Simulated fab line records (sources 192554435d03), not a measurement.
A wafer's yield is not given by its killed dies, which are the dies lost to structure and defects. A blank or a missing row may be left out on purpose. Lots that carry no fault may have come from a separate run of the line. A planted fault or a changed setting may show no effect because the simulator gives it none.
fab line records	flow n5Finfet
[record] lots = 7	wafers = 39
route steps=1938 shown WELL_APT@32 FIN_SAQP@125 DUMMY_GATE@237 SD_EPI_N@288
startH: start of the lot's first displayed wafer, in hours after the record's first day	waitH: hours elapsed since this lot's preceding step	" unchanged from the row above	L1.1+2: one row covering several wafers at once	- no value, or no start given	* or withheld: withheld	< > ~ a bound
route shown NAME@n: NAME is a module with steps in the file, n the number in the route of the first one	usual: the fault-free wafers' mean and standard deviation	same: alike in all rows	chamber/n: place in a boat	sites: per-site readings	_std_site: standard deviation of those values	_edge_site: mean of outer sites minus mean of inner sites	radiusMm: how far each site lies from the wafer's centre	mask NAME#n: copy n	behind: the tool/chamber that last shaped the wafer	hold: reason for holding the lot/hours on hold/outcome of the hold	device: the n, p or np transistor that did not switch	end of line: the route-end tests of the same wafers	a step with no rows: only its recipe	killed: at the first sort, the dies lost to defects and structure; wafer yield is something else	map: a wafer's dies, marking killed ones x, the rest . and places with no die _
set.NAME: the setting the step ran with; set.NAME@STEP: the setting that earlier step ran with	model.NAME: the simulator's own value behind a step, which no gauge read
one table per step and one row per wafer, for lots whose settings were changed on purpose
[[steps]]
[step N5_WELL_APT_IMPLANT_14]
[recipe] species = P	energyKev = 160	doseCm2 = 1.5e+13	tiltDeg = 0	rotationDeg = 0
lot.wafer	tool	chamber	startH	waitH	set.energyKev	model.implant.rpNm	model.implant.drpNm
L075.1+3+4	implanter-02	0	19.99	0.1	150.3	188.4	62.9
L075.2+5+6	"	0	"	"	160	201.1	65.9
L079.1+2+6	implanter-01	0	44.19	0.1	173.7	222.4	70.02
L079.3+4+5	"	0	"	"	160	204.4	65.9
L081.1+2+4	implanter-01	0	56.00	0.1	167	203.3	68
L081.3+5+6	"	0	"	"	160	194.5	65.9
L089.1+3+4	implanter-01	0	104.40	0.1	160	196.8	65.9
L090.1+5+6	implanter-02	0	109.97	0.1	172.9	218.3	69.78
L090.2+3+4	"	0	"	"	160	201.6	65.9
L095.1+2+3+4+5+6	implanter-02	0	140.51	0.1	160	201.9	65.9
L096.1+3+6	implanter-02	0	146.12	0.1	176.1	226.9	70.75
L096.2+4+5	"	0	"	"	160	205.6	65.9
[step N5_FIN_SAQP_SPACER1_ALD_24]
[recipe] material = SiO2	targetThkA = 203	tempC = 300	aldPrecursorFamily = BDEAS	aldCoReactant = O2-plasma	pulseTimeS = 1	purgeTimeS = 2	coReactantPurgeTimeS = 2	aldCycles = 218	pressureTorr = 2
lot.wafer	tool	chamber	startH	waitH	set.aldCycles	model.SiO2_of_FIN_SAQP_SPACER1_ALD_24.thkNm
L075.1	aldSin-02	0	31.13	0.5	218	20
L075.2+3+4+6	"	1,2,3,1	"	"	218	20.2
L075.5	"	0	"	"	218	20.4
L079.1+3+5	aldSin-02	0,3,3	54.12	0.9	180	16.6
L079.2	"	2	"	"	218	20.4
L079.4+6	"	0,2	"	"	218	20.2
L081.1+3+5+6	aldSin-03	3,2,1,0	66.55	0.3	218	20.2
L081.2+4	"	0,1	"	"	218	20.4
L089.1+4	aldSin-03	1	113.44	0.6	218	20.4
L089.3	"	2	"	"	218	20.2
L090.1+4+5	aldSin-02	3,0,2	118.98	0.4	196	18.2
L090.2+6	"	1	"	"	218	20.4
L090.3	"	2	"	"	218	20.2
L095.1+2+4+6	aldSin-03	3,1,0,0	149.03	0.3	218	20.4
L095.3+5	"	2,3	"	"	218	20.2
L096.1	aldSin-03	3	155.65	0.8	250	23.2
L096.2+3	"	1,2	"	"	218	20.4
L096.4+6	"	1,3	"	"	250	23.4
L096.5	"	2	"	"	218	20.2
[step N5_FIN_SAQP_SPACER1_ETCHBACK_25]
[recipe] chemistry = CHF3/O2	mode = anisotropicEtchback	target = SiO2	targetDepthA = 244	timeS = 12.2	pressureMtorr = 30	sourceW = 650	biasW = 170	Ar_flow_sccm = 200	CHF3_flow_sccm = 50	O2_flow_sccm = 5	ionEnergyEv = 200
[step N5_FIN_SAQP_MANDREL1_REMOVE_56]
[recipe] chemistry = HBr/Cl2/O2	btTimeS = 10	target = a-Si	stopOn = SiNx	endpoint = OES-SiCl	overEtchFrac = 1	icpW = 600	biasW = 22	HBr_flow_sccm = 150	Cl2_flow_sccm = 80	O2_flow_sccm = 5	pressureMtorr = 10
lot.wafer	tool	chamber	startH	waitH	set.aldCycles@FIN_SAQP_SPACER1_ALD_24	model.FIN_SAQP.cdNm
L075.1+2+3+6	rieSi-02	2,3,1,0	31.96	0.1	218	20.2
L075.4+5	"	0,1	"	"	218	20.4
L079.1+3+5	rieSi-06	2,3,3	54.93	0.1	180	16.8
L079.2+4	"	0	"	"	218	20.2
L079.6	"	2	"	"	218	20.4
L081.1+3+5+6	rieSi-01	2,0,3,0	67.36	0.1	218	20.2
L081.2+4	"	1,3	"	"	218	20.4
L089.1	rieSi-06	2	114.25	0.1	218	20.6
L089.3+4	"	3,1	"	"	218	20.4
L090.1+4+5	rieSi-02	1,2,0	119.88	0.1	196	18.2
L090.2	"	0	"	"	218	20.4
L090.3+6	"	3,1	"	"	218	20.2
L095.1+2+4	rieSi-01	3,1,2	149.83	0.1	218	20.4
L095.3+5	"	0	"	"	218	20.2
L095.6	"	3	"	"	218	20.6
L096.1	rieSi-01	0	156.45	0.1	250	23.2
L096.2+3	"	2,3	"	"	218	20.4
L096.4	"	1	"	"	250	23.6
L096.5	"	1	"	"	218	20.2
L096.6	"	0	"	"	250	23.4
[step N5_FIN_SAQP_CD_MEAS_27]
[recipe] targetCdNm = 20	landingEnergyEv = 1000	detector = seInlens	polarity = line
[usual] cdNm = 20.29/0.25
lot.wafer	tool	chamber	startH	waitH	set.aldCycles@FIN_SAQP_SPACER1_ALD_24	cdNm
L075.1	cdSem-01	0	32.07	0.1	218	20.26
L075.2	"	0	"	"	218	20.13
L075.3	"	0	"	"	218	20.28
L075.4	"	0	"	"	218	20.30
L075.5	"	0	"	"	218	20.57
L075.6	"	0	"	"	218	19.92
L079.1	cdSem-02	0	55.04	0.1	180	16.50
L079.2	"	0	"	"	218	20.19
L079.3	"	0	"	"	180	17.06
L079.4	"	0	"	"	218	20.38
L079.5	"	0	"	"	180	16.72
L079.6	"	0	"	"	218	20.16
L081.1	cdSem-02	0	67.47	0.1	218	19.97
L081.2	"	0	"	"	218	20.42
L081.3	"	0	"	"	218	19.86
L081.4	"	0	"	"	218	20.59
L081.5	"	0	"	"	218	20.05
L081.6	"	0	"	"	218	19.67
L089.1	cdSem-01	0	114.36	0.1	218	20.48
L089.3	"	0	"	"	218	20.55
L089.4	"	0	"	"	218	20.68
L090.1	cdSem-01	0	119.99	0.1	196	18.10
L090.2	"	0	"	"	218	20.35
L090.3	"	0	"	"	218	20.12
L090.4	"	0	"	"	196	17.90
L090.5	"	0	"	"	196	18.16
L090.6	"	0	"	"	218	20.04
L095.1	cdSem-01	0	149.94	0.1	218	20.30
L095.2	"	0	"	"	218	20.12
L095.3	"	0	"	"	218	20.41
L095.4	"	0	"	"	218	20.62
L095.5	"	0	"	"	218	20.22
L095.6	"	0	"	"	218	20.82
L096.1	cdSem-03	0	156.56	0.1	250	23.19
L096.2	"	0	"	"	218	20.24
L096.3	"	0	"	"	218	20.54
L096.4	"	0	"	"	250	23.73
L096.5	"	0	"	"	218	20.56
L096.6	"	0	"	"	250	23.05
[step N5_DUMMY_GATE_ETCH_37]
[recipe] chemistry = N2/H2	target = SOC	targetDepthA = 600	overetchA = 300	tempC = 40	ionEnergyEv = 200	pressureMtorr = 30	sourceW = 840	biasW = 150	n2FlowSccm = 200	h2FlowSccm = 200
[usual] rfVppV = 524.6/2.1
lot.wafer	tool	chamber	startH	waitH	set.sourceW	rfVppV
L075.1	rieDiel-04	3	56.00	0.0	840	523.7
L075.2	"	0	"	"	840	523.7
L075.3	"	1	"	"	840	522.8
L075.4	"	2	"	"	840	521.5
L075.5	"	2	"	"	840	522.6
L075.6	"	1	"	"	840	523.0
L079.1	rieDiel-01	0	77.92	0.0	691.3	560.9
L079.2	"	2	"	"	691.3	561.4
L079.3	"	1	"	"	840	527.5
L079.4	"	0	"	"	691.3	562.4
L079.5	"	1	"	"	840	526.2
L079.6	"	2	"	"	840	525.8
L081.1	rieDiel-05	3	90.80	0.0	840	521.6
L081.2	"	2	"	"	840	521.8
L081.3	"	1	"	"	840	528.1
L081.4	"	0	"	"	840	525.6
L081.5	"	0	"	"	840	526.6
L081.6	"	1	"	"	840	527.4
L089.1	rieDiel-05	2	136.42	0.0	840	521.6
L089.3	"	1	"	"	840	528.2
L089.4	"	0	"	"	840	525.1
L090.1	rieDiel-01	3	143.00	0.0	840	521.7
L090.2	"	2	"	"	840	525.2
L090.3	"	1	"	"	840	525.7
L090.4	"	1	"	"	840	527.3
L090.5	"	3	"	"	840	522.1
L090.6	"	2	"	"	840	526.1
L095.1	rieDiel-04	3	172.34	0.0	840	522.3
L095.2	"	2	"	"	840	521.2
L095.3	"	0	"	"	840	523.1
L095.4	"	1	"	"	840	521.6
L095.5	"	0	"	"	840	523.7
L095.6	"	1	"	"	840	522.6
L096.1	rieDiel-01	2	177.87	0.0	840	524.0
L096.2	"	3	"	"	910.6	509.1
L096.3	"	0	"	"	910.6	511.3
L096.4	"	1	"	"	840	525.7
L096.5	"	0	"	"	840	525.0
L096.6	"	3	"	"	910.6	509.0
[step N5_SD_EPI_N_EPI_21]
[recipe] material = Si:P	dopant = P	tempC = 680	pressureTorr = 255	timeS = 690
lot.wafer	tool	chamber	startH	waitH	set.epiGrowthTimeS	model.Si-P_of_SD_EPI_N_EPI_21.thkNm
L075.1	epiRpcvd-02	0	60.19	0.2	690	58.8
L075.2	"	0	"	"	690	59.4
L075.3	"	0	"	"	647.9	56.4
L075.4	"	0	"	"	647.9	55.8
L075.5	"	0	"	"	647.9	57.2
L075.6	"	0	"	"	690	59
L079.1	epiRpcvd-04	0	82.21	0.1	690	58.8
L079.2+5	"	0	"	"	690	58.6
L079.3	"	0	"	"	690	59
L079.4	"	0	"	"	690	59.6
L079.6	"	0	"	"	690	59.4
L081.1	epiRpcvd-02	0	96.57	0.2	690	58.4
L081.2	"	0	"	"	690	58.2
L081.3+4	"	0	"	"	690	58
L081.5+6	"	0	"	"	690	58.6
L089.1	epiRpcvd-02	0	141.33	0.1	690	60.4
L089.3	"	0	"	"	690	59.8
L089.4	"	0	"	"	690	60
L090.1+5	epiRpcvd-03	0	147.48	0.1	690	60
L090.2+4	"	0	"	"	690	59.2
L090.3	"	0	"	"	690	59.8
L090.6	"	0	"	"	690	59.4
L095.1	epiRpcvd-02	0	176.16	0.1	690	59.8
L095.2+3+4	"	0	"	"	690	58.4
L095.5	"	0	"	"	690	58.6
L095.6	"	0	"	"	690	58
L096.1	epiRpcvd-03	0	181.65	0.1	690	59.6
L096.2+4	"	0	"	"	690	59.2
L096.3	"	0	"	"	645.2	56.6
L096.5	"	0	"	"	645.2	56.8
L096.6	"	0	"	"	645.2	57.6
[step N5_SD_EPI_N_PRECLEAN_24]
[recipe] chemistry = O3/DIW	timeS = 60	tempC = 22	o3Ppm = 10
lot.wafer	tool	chamber	startH	waitH	set.epiGrowthTimeS@SD_EPI_N_EPI_21	model.Si-P_of_SD_EPI_N_EPI_21.thkNm
L075.1	wetBench-01	2	62.50	0.0	690	58.4
L075.2	"	7	"	"	690	59
L075.3	"	5	"	"	647.9	56.2
L075.4	"	1	"	"	647.9	55.4
L075.5	"	6	"	"	647.9	56.8
L075.6	"	0	"	"	690	58.6
L079.1	wetBench-04	4	84.52	0.0	690	58.4
L079.2+5	"	5,0	"	"	690	58.2
L079.3	"	6	"	"	690	58.6
L079.4	"	7	"	"	690	59.2
L079.6	"	3	"	"	690	59
L081.1	wetBench-05	5	98.88	0.0	690	58
L081.2	"	2	"	"	690	57.8
L081.3+4	"	0,6	"	"	690	57.6
L081.5+6	"	1,7	"	"	690	58.2
L089.1	wetBench-04	4	143.08	0.0	690	60
L089.3	"	2	"	"	690	59.4
L089.4	"	5	"	"	690	59.6
L090.1+5	wetBench-01	3,1	149.24	0.0	690	59.6
L090.2+4	"	2,6	"	"	690	58.8
L090.3	"	4	"	"	690	59.4
L090.6	"	5	"	"	690	59
L095.1	wetBench-04	1	177.93	0.0	690	59.4
L095.2+3+4	"	6,5,3	"	"	690	58
L095.5	"	2	"	"	690	58.2
L095.6	"	4	"	"	690	57.6
L096.1	wetBench-04	6	183.41	0.0	690	59.2
L096.2+4	"	0,3	"	"	690	58.8
L096.3	"	7	"	"	645.2	56.2
L096.5	"	5	"	"	645.2	56.6
L096.6	"	4	"	"	645.2	57.2
[step N5_SD_EPI_N_LINER_46]
[recipe] material = SiNx	targetThkA = 30	tempC = 400	aldPrecursorFamily = SiH2I2	aldCoReactant = N2/H2-plasma	pressureTorr = 2
lot.wafer	tool	chamber	startH	waitH	set.targetThkA	model.SiNx_of_SD_EPI_N_LINER_46.thkNm
L075.1+2+3+4+5+6	aldSin-03	0,2,1,3,1,2	62.90	0.2	30	3
L079.1+2+3+4+5+6	aldSin-02	0,3,1,2,3,2	84.85	0.2	30	3
L081.1+3+5	aldSin-02	0,1,0	99.66	0.6	30	3
L081.2+4+6	"	3,2,3	"	"	26.29	2.6
L089.1+3+4	aldSin-02	3,2,0	143.69	0.5	30	3
L090.1+4+6	aldSin-02	0,1,0	149.51	0.2	30	3
L090.2+3+5	"	3,2,3	"	"	31.43	3.2
L095.1+2+3+4+5+6	aldSin-01	0,3,2,1,3,0	179.00	1.0	30	3
L096.1+2+3	aldSin-03	0,2,1	183.90	0.4	30	3
L096.4+5+6	"	3,2,3	"	"	25.25	2.6
[[key]]
[split] step = N5_WELL_APT_IMPLANT_14	setting = energyKev	stated = 160	by = wafer
[response] step = N5_WELL_APT_IMPLANT_14	reading = model.implant.rpNm	change = +2.09	per = 1%	r = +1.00
[response] step = N5_WELL_APT_IMPLANT_14	reading = model.implant.drpNm	change = +0.483	per = 1%	r = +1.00
[split] step = N5_FIN_SAQP_SPACER1_ALD_24	setting = aldCycles	stated = 218	by = wafer
[response] step = N5_FIN_SAQP_SPACER1_ALD_24	reading = model.SiO2_of_FIN_SAQP_SPACER1_ALD_24.thkNm	change = +0.208	per = 1%	r = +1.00
[response] step = N5_FIN_SAQP_MANDREL1_REMOVE_56	reading = model.FIN_SAQP.cdNm	change = +0.203	per = 1%	r = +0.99
[response] step = N5_FIN_SAQP_CD_MEAS_27	reading = cdNm	change = +0.2	per = 1%	r = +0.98
[split] step = N5_DUMMY_GATE_ETCH_37	setting = sourceW	stated = 840	by = wafer
[response] step = N5_DUMMY_GATE_ETCH_37	reading = rfVppV	change = -1.95	per = 1%	r = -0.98
[split] step = N5_SD_EPI_N_EPI_21	setting = epiGrowthTimeS	stated = 690	by = wafer
[response] step = N5_SD_EPI_N_EPI_21	reading = model.Si-P_of_SD_EPI_N_EPI_21.thkNm	change = +0.391	per = 1%	r = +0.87
[response] step = N5_SD_EPI_N_PRECLEAN_24	reading = model.Si-P_of_SD_EPI_N_EPI_21.thkNm	change = +0.38	per = 1%	r = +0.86
[split] step = N5_SD_EPI_N_LINER_46	setting = targetThkA	stated = 30	by = wafer
[response] step = N5_SD_EPI_N_LINER_46	reading = model.SiNx_of_SD_EPI_N_LINER_46.thkNm	change = +0.0287	per = 1%	r = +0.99
